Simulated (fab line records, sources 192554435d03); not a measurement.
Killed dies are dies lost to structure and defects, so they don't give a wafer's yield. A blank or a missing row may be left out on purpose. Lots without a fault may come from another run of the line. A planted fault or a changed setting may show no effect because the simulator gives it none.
Which tool did it? | flow n5_finfet | 9 lots, 25 wafers sampled, at 8 steps of a route of 1938

WHAT THE GAUGES READ, wafer by wafer
N5_BEOL_M4_INSPECT_59: inspects for defects (darkfield). Usual: raw_defect_count 69, standard deviation 26.
lot  | measured     | on                | raw_defect_count | flag
L219 | day 7 17:23  | defect_inspect-01 | 110 85 117       |
L222 | day 8 07:34  | defect_inspect-01 | 29 63 75         |
L226 | day 9 22:11  | defect_inspect-01 | 441 443 527      | OFF
L227 | day 10 02:05 | defect_inspect-02 | 430 446 450      | OFF
L233 | day 11 16:49 | defect_inspect-02 | 117 113 62       |
L234 | day 12 10:05 | defect_inspect-02 | 81 56            |
L239 | day 12 22:41 | defect_inspect-02 | 89 54 59         |
L240 | day 13 01:01 | defect_inspect-02 | 55 60            |
L242 | day 14 08:55 | defect_inspect-02 | 40 49 68         |

N5_BEOL_M4_RC_MEAS_101. Usual: DIBL_N 36.2 mV/V, standard deviation 2.2; DIBL_P 36.5 mV/V, standard deviation 3; IOFF_N 0.16 nA/um, standard deviation 0.039; IOFF_P 0.22 nA/um, standard deviation 0.047; ION_N 675 uA/um, standard deviation 15; ION_P 463 uA/um, standard deviation 10; SS_N 71.6 mV/dec, standard deviation 0.71; SS_P 73.4 mV/dec, standard deviation 0.94; VT_N 250 mV, standard deviation 3.6; VT_P -250 mV, standard deviation 3.9.
lot  | measured     | on        | DIBL_N (mV/V)  | DIBL_P (mV/V)  | IOFF_N (nA/um) | IOFF_P (nA/um) | ION_N (uA/um) | ION_P (uA/um) | SS_N (mV/dec)  | SS_P (mV/dec)  | VT_N (mV)   | VT_P (mV)      | flag
L219 | day 7 17:24  | prober-01 | 32.5 36.8 35.2 | 32.4 37.7 36.3 | 0.11 0.20 0.17 | 0.16 0.25 0.22 | 650 690 677   | 452 468 463   | 70.7 71.8 71.6 | 72.4 74.1 72.6 | 252 241 247 | -253 -249 -248 |
L222 | day 8 07:55  | prober-02 | 35.7 41.1 35.3 | 35.8 42.1 35.4 | 0.14 0.26 0.14 | 0.18 0.29 0.18 | 669 694 658   | 452 470 455   | 71.3 73.5 71.3 | 74.0 75.4 73.2 | 251 245 252 | -253 -249 -255 |
L226 | day 9 22:13  | prober-01 | 39.0 34.1 38.5 | 40.5 33.8 40.0 | 0.18 0.11 0.18 | 0.25 0.16 0.24 | 696 676 694   | 479 470 477   | 71.5 70.5 71.4 | 73.8 71.8 74.2 | 250 253 250 | -249 -254 -247 |
L227 | day 10 02:07 | prober-02 | 34.2 29.9 35.6 | 34.9 28.0 35.0 | 0.14 0.08 0.17 | 0.17 0.10 0.17 | 666 634 681   | 455 431 455   | 70.9 70.5 71.5 | 73.2 71.9 72.6 | 251 259 247 | -254 -261 -256 |
L233 | day 11 16:50 | prober-01 | 38.2 35.4 34.8 | 38.9 36.4 36.2 | 0.18 0.13 0.15 | 0.21 0.17 0.19 | 669 667 698   | 458 461 475   | 71.9 71.2 70.6 | 74.2 73.1 73.2 | 249 253 248 | -252 -256 -252 |
L234 | day 12 10:34 | prober-01 | 39.0 39.0      | 37.4 38.4      | 0.17 0.19      | 0.22 0.25      | 673 692       | 453 470       | 72.1 71.7      | 74.3 74.8      | 249 248     | -251 -249      |
L239 | day 12 22:52 | prober-01 | 36.1 34.7 37.6 | 37.7 35.3 37.5 | 0.18 0.15 0.20 | 0.27 0.22 0.26 | 673 683 681   | 466 473 467   | 72.0 71.0 71.9 | 74.1 73.4 73.8 | 249 249 244 | -245 -248 -247 |
L240 | day 13 01:31 | prober-01 | 37.0 37.9      | 38.9 40.3      | 0.16 0.17      | 0.22 0.23      | 673 672       | 455 460       | 71.2 72.0      | 73.2 73.9      | 251 251     | -252 -250      |
L242 | day 14 09:05 | prober-01 | 34.2 36.0 32.6 | 36.4 37.1 33.2 | 0.15 0.18 0.12 | 0.21 0.22 0.17 | 678 682 665   | 460 462 457   | 71.5 71.9 71.3 | 74.1 73.2 72.6 | 248 246 251 | -249 -250 -254 |

N5_BEOL_M5_INSPECT_13: inspects for defects (brightfield). Usual: raw_defect_count 429, standard deviation 110.
lot  | measured     | on                | raw_defect_count | flag
L219 | day 7 20:12  | defect_inspect-02 | 459 806 437      |
L222 | day 8 12:31  | defect_inspect-01 | 429 496 405      |
L226 | day 10 01:43 | defect_inspect-01 | 960 1013 879     | OFF
L227 | day 10 05:09 | defect_inspect-01 | 723 786 721      |
L233 | day 11 19:37 | defect_inspect-02 | 657 541 420      |
L234 | day 12 12:52 | defect_inspect-02 | 414 303          |
L239 | day 13 01:03 | defect_inspect-02 | 613 376 620      |
L240 | day 13 03:55 | defect_inspect-02 | 398 304          |
L242 | day 14 12:04 | defect_inspect-02 | 437 560 437      |

N5_BEOL_M5_INSPECT_30: inspects for defects (brightfield). Usual: raw_defect_count 433, standard deviation 110.
lot  | measured     | on                | raw_defect_count | flag
L219 | day 7 23:41  | defect_inspect-01 | 488 864 451      |
L222 | day 8 13:34  | defect_inspect-02 | 394 431 390      |
L226 | day 10 02:44 | defect_inspect-02 | 930 989 902      | OFF
L227 | day 10 09:28 | defect_inspect-02 | 671 756 677      |
L233 | day 11 20:45 | defect_inspect-02 | 653 489 435      |
L234 | day 12 13:58 | defect_inspect-02 | 432 306          |
L239 | day 13 04:53 | defect_inspect-02 | 645 394 627      |
L240 | day 13 04:56 | defect_inspect-02 | 402 308          |
L242 | day 14 16:02 | defect_inspect-02 | 454 548 443      |

WHICH TOOL RAN EACH LOT (tool, then ch and the chambers of the sampled wafers, then the start)
lot  | N5_BEOL_M4_ANNEAL_91         | N5_BEOL_M4_ANNEAL_95         | N5_BEOL_M4_DEP_57               | N5_BEOL_M5_CURE_79
L219 | pvd_sputter-02, day 7 15:44  | pvd_sputter-02, day 7 16:10  | pecvd-01 ch 1,2, day 7 17:17    | uv_cure-01 ch 2, day 7 18:47
L222 | pvd_sputter-01, day 8 05:55  | pvd_sputter-01, day 8 06:22  | pecvd-01 ch 0,2, day 8 07:29    | uv_cure-01 ch 0, day 8 08:47
L226 | pvd_sputter-03, day 9 20:10  | pvd_sputter-03, day 9 20:37  | pecvd-01 ch 0,1, day 9 22:05    | uv_cure-02 ch 2, day 9 23:14
L227 | pvd_sputter-02, day 10 00:23 | pvd_sputter-02, day 10 00:49 | pecvd-01 ch 0,1, day 10 02:00   | uv_cure-02 ch 0, day 10 03:08
L233 | pvd_sputter-02, day 11 15:08 | pvd_sputter-02, day 11 15:34 | pecvd-02 ch 1,2, day 11 16:43   | uv_cure-03 ch 1, day 11 17:52
L234 | pvd_sputter-01, day 12 08:22 | pvd_sputter-01, day 12 08:49 | pecvd-03 ch 1,2, day 12 10:00   | uv_cure-01 ch 0, day 12 11:46
L239 | pvd_sputter-02, day 12 20:19 | pvd_sputter-02, day 12 20:46 | pecvd-02 ch 1,2, day 12 22:35   | uv_cure-03 ch 0, day 12 23:49
L240 | pvd_sputter-03, day 12 23:13 | pvd_sputter-03, day 12 23:40 | pecvd-02 ch 0,1, day 13 00:57   | uv_cure-02 ch 1, day 13 02:19
L242 | pvd_sputter-03, day 14 07:15 | pvd_sputter-03, day 14 07:41 | pecvd-01 ch 0,1,2, day 14 08:49 | uv_cure-01 ch 0, day 14 10:08
- N5_BEOL_M4_ANNEAL_91: time 240 s.
- N5_BEOL_M4_ANNEAL_95: time 240 s.
- N5_BEOL_M4_DEP_57: deposits SiCN from 3MS/NH3, target thk 8 nm, time 14 s.
- N5_BEOL_M5_CURE_79: cures SiCOH lowk, time 240 s.

WHAT THE TOOLS THEMSELVES READ (means of the sampled wafers that have a number; where no wafer has one, the mark that the record gives instead)
N5_BEOL_M4_ANNEAL_91. Usual: heater_power_w 831 W, standard deviation 90.
lot  | tool           | heater_power_w (W) | flag
L219 | pvd_sputter-02 | 820                |
L222 | pvd_sputter-01 | 756                |
L226 | pvd_sputter-03 | 876                |
L227 | pvd_sputter-02 | 838                |
L233 | pvd_sputter-02 | 843                |
L234 | pvd_sputter-01 | 796                |
L239 | pvd_sputter-02 | 835                |
L240 | pvd_sputter-03 | 942                |
L242 | pvd_sputter-03 | 818                |

N5_BEOL_M4_ANNEAL_95. Usual: heater_power_w 831 W, standard deviation 91.
lot  | tool           | heater_power_w (W) | flag
L219 | pvd_sputter-02 | 818                |
L222 | pvd_sputter-01 | 764                |
L226 | pvd_sputter-03 | 889                |
L227 | pvd_sputter-02 | 846                |
L233 | pvd_sputter-02 | 833                |
L234 | pvd_sputter-01 | 768                |
L239 | pvd_sputter-02 | 840                |
L240 | pvd_sputter-03 | 920                |
L242 | pvd_sputter-03 | 829                |

N5_BEOL_M4_DEP_57. Usual: showerhead_plenum_p_Torr 3.672 Torr, standard deviation 0.011; throttle_valve_pct 8.9 %, standard deviation 0.35.
lot  | tool     | showerhead_plenum_p_Torr (Torr) | throttle_valve_pct (%) | flag
L219 | pecvd-01 | 3.670                           | 8.8                    |
L222 | pecvd-01 | 3.667                           | 8.8                    |
L226 | pecvd-01 | 3.674                           | 8.9                    |
L227 | pecvd-01 | 3.674                           | 9.0                    |
L233 | pecvd-02 | 3.666                           | 9.3                    |
L234 | pecvd-03 | 3.677                           | 8.4                    |
L239 | pecvd-02 | 3.664                           | 9.2                    |
L240 | pecvd-02 | 3.661                           | 9.2                    |
L242 | pecvd-01 | 3.672                           | 8.8                    |

N5_BEOL_M5_CURE_79. Usual: lamp_power_pct 52.31 %, standard deviation 0.052; wafer_temp_C_max 386.7, standard deviation 0.56.
lot  | tool       | lamp_power_pct (%) | wafer_temp_C_max | flag
L219 | uv_cure-01 | 52.34              | 386.6            |
L222 | uv_cure-01 | 52.28              | 386.4            |
L226 | uv_cure-02 | 52.30              | 386.1            |
L227 | uv_cure-02 | 52.29              | 386.9            |
L233 | uv_cure-03 | 52.29              | 387.6            |
L234 | uv_cure-01 | 52.28              | 386.4            |
L239 | uv_cure-03 | 52.31              | 387.0            |
L240 | uv_cure-02 | 52.30              | 385.9            |
L242 | uv_cure-01 | 52.30              | 386.6            |

THE ANSWER, worked out from the rows above alone
Rule: a lot is off if the mean of its wafers that have a number lies more than 3 standard deviations from the usual mean. A lot without any number at a reading at which 4 lots or more have one is off too. The other lots that the step has rows for count as sound. The gauges are gone through in route order, then the tools' own readings, and for those a lot's mean is taken as printed above. The first step at which some lot is off is used, and at that step the reading that is off furthest; a lot without a number counts as furthest.
Off: L226, L227, at N5_BEOL_M4_INSPECT_59 (raw_defect_count).
A tool fits if, at a process step before that reading, it ran every lot that is off, and no sound lot after the first of them. The gauges at N5_BEOL_M4_INSPECT_59 are tried like those tools. None of those tried fits.

WHAT THE SIMULATOR HAD PUT IN
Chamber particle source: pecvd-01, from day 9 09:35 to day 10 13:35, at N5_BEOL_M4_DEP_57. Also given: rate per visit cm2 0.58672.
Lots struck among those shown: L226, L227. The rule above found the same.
